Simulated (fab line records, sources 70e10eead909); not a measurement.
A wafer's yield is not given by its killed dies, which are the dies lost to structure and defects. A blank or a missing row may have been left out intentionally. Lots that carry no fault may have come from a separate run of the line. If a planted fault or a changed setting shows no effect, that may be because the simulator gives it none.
Struck lot and sound lot, side by side :: flow nandHarc :: 14 out of 1159 route steps
Sound: wafers L687.1, L687.2, L687.4. Struck: wafer L678.6 (L678.4, L678.5, from the same lot, were not struck and are left out); the cause is given at the end.
For every step that has rows: the tool of each side, followed by ch and its chambers, followed by its first start. Under that, the readings that differ: sound wafers :: struck wafers :: difference of the means :: sigmas: that difference in standard deviations of wafers without a fault.
alike: readings whose means differ by less than 2 such deviations, and words and numbers that are the same on both sides. not compared: withheld readings, readings that some wafer has no value for, bounds like >300 that may hide the same value, and numbers for which the record gives no deviation and whose values overlap.
Wherever a step has rows on one side only, a row that says differs or no value, or a row with sigmas, the two part there. Numbers that don't overlap but have no deviation are shown without sigmas and don't part them. A reading that every wafer of one side lacks parts them only if that side has two wafers or more.

first, 7 steps without rows for these wafers: NHARC_A_CONTACT_COAT_35 (time 65 s); NHARC_A_CONTACT_COAT_36 (resist thk 90 nm); NHARC_A_CONTACT_SOFTBAKE_37 (time 55 s); NHARC_A_CONTACT_EBR_38; NHARC_A_CONTACT_EXPOSE_39 (exposes mask A CC 3); NHARC_A_CONTACT_PEB_40 (peb time 65 s); NHARC_A_CONTACT_DEVELOP_41 (develop time 35 s).
NHARC_A_CONTACT_CD_MEAS_42: target cd 200 nm.
  sound on cdSem-03 ch 0, day 21 22:10; struck on cdSem-02 ch 0, day 19 06:05
reading: cdNm (nm)
sound: 198.8 198.3 199.6
struck: 200.3
difference: +1.4
sigmas: +2
NHARC_A_CONTACT_OVL_MEAS_43:
  sound on overlay-02 at day 21 22:16; struck on overlay-02 at day 19 06:10
  alike: overlayXNm, overlayYNm
NHARC_A_CONTACT_INSPECT_44:
  sound on defectInspect-01 at day 21 22:17; struck on defectInspect-02 at day 19 06:13
reading: rawDefectCount
sound: 16 16 17
struck: 56
difference: +40
sigmas: +3
NHARC_A_CONTACT_DESCUM_47: chemistry O2, time 3 s.
  sound on rieDiel-03 ch 0,1,2, day 21 22:22; struck on rieDiel-02 ch 0, day 19 06:19
  alike: chamberPressureMTorr, drypumpMotorCurrentA, mfcArSccm, oesProductAu, rfVppV, showerheadPlenumPTorr, throttleValvePct
  not compared: rfHoursCounterH
NHARC_A_CONTACT_ETCH_48: etches the open film in CF4, target depth 39 nm, time 65 s.
  sound on rieDiel-03 ch 1,2,3, day 21 22:29; struck on rieDiel-02 ch 2, day 19 06:32
reading: oesProductAu (a.u.)
sound: 1.002 1.000 0.997
struck: 1.020
difference: +0.020
sigmas: +2
  alike: chamberPressureMTorr, drypumpMotorCurrentA, mfcArSccm, rfFwdPowerW, rfVppV, runLengthS, showerheadPlenumPTorr, throttleValvePct
  not compared: rfHoursCounterH
NHARC_A_CONTACT_ETCH_49: etches the open film in N2/H2, target depth 260 nm, time 475.3 s.
  sound on rieDiel-03 ch 0,1,3, day 21 22:35; struck on rieDiel-02 ch 0, day 19 06:46
reading: runLengthS (s)
sound: 497.0 497.1 496.9
struck: 418.3
difference: -78.7
sigmas: -99 or more
  alike: chamberPressureMTorr, drypumpMotorCurrentA, mfcArSccm, oesProductAu, rfVppV, showerheadPlenumPTorr, throttleValvePct
  not compared: rfFwdPowerW, rfHoursCounterH
NHARC_A_CONTACT_ETCH_50: etches the open film in CF4/CHF3, target depth 84.7 nm, time 42.4 s.
  sound on rieDiel-03 ch 0,2,3; struck on rieDiel-02 ch 0
reading: drypumpMotorCurrentA (A)
sound: 5.6 6.8 5.6
struck: 4.7
difference: -1.3
sigmas: -3

reading: runLengthS (s)
sound: 64.7 64.7 63.6
struck: 63.2
difference: -1.1
sigmas: -3
  alike: chamberPressureMTorr, chf3FlowSccm, mfcArSccm, oesProductAu, rfFwdPowerW, rfVppV, showerheadPlenumPTorr, throttleValvePct
  not compared: rfHoursCounterH

WHERE THEY PART
Earliest at NHARC_A_CONTACT_CD_MEAS_42; latest, in this record, at NHARC_A_CONTACT_ETCH_50.

WHY: whatever the simulator had introduced
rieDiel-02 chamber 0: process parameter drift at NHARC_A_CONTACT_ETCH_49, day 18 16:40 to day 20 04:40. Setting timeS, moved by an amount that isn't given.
